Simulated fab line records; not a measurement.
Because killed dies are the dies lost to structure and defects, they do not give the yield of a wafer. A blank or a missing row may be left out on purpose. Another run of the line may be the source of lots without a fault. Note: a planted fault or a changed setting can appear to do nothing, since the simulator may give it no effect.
Matching of chambers | flow nand_harc | NHARC_A_WL_FILL_ETCHBACK_26 on rie_si-04: 4 sister chambers
The step etches the open film in HBr, target depth 52 nm, time 13.3 s. 4 wafers are shown with their chamber, then 7 later ones without.

## WAFERS, EACH WITH ITS CHAMBER
wafer  | chamber | drypump_motor_current_A (A)
L469.4 | 1       | 5.8
L476.5 | 3       | 5.6
L479.1 | 0       | 5.3
L479.2 | 2       | 5.0

## WAFERS WITHOUT THEIR CHAMBER
wafer  | drypump_motor_current_A (A)
L479.5 | 5.7
L481.1 | 5.3
L481.2 | 5.0
L481.6 | 5.0
L484.1 | 5.8
L484.3 | 5.3
L484.6 | 5.0

## WHICH CHAMBER EACH WENT THROUGH
wafer  | from the rows above     | in truth
L479.5 | can't be placed: 1 or 3 | 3
L481.1 | 0                       | 0
L481.2 | 2                       | 2
L481.6 | 2                       | 2
L484.1 | 1                       | 1
L484.3 | 0                       | 0
L484.6 | 2                       | 2
Correct placement for 6 of the 7. From these rows, 1 cannot be placed; in 1 the true chamber is one of the candidates. Wrongly placed: 0.
How it was worked out, from the rows above alone: a wafer's distance from a chamber is the root of the sum, over the readings, of the square of ((its reading less the chamber's mean) divided by the reading's scatter). The wafer belongs to the nearest chamber; if the next one is less than 2 further off, it can't be placed. The mean given for a chamber averages the wafers shown for that chamber. The scatter (one wafer shown for each chamber): square how far every hidden wafer sits from the nearest shown wafer, average those squares and take the square root.
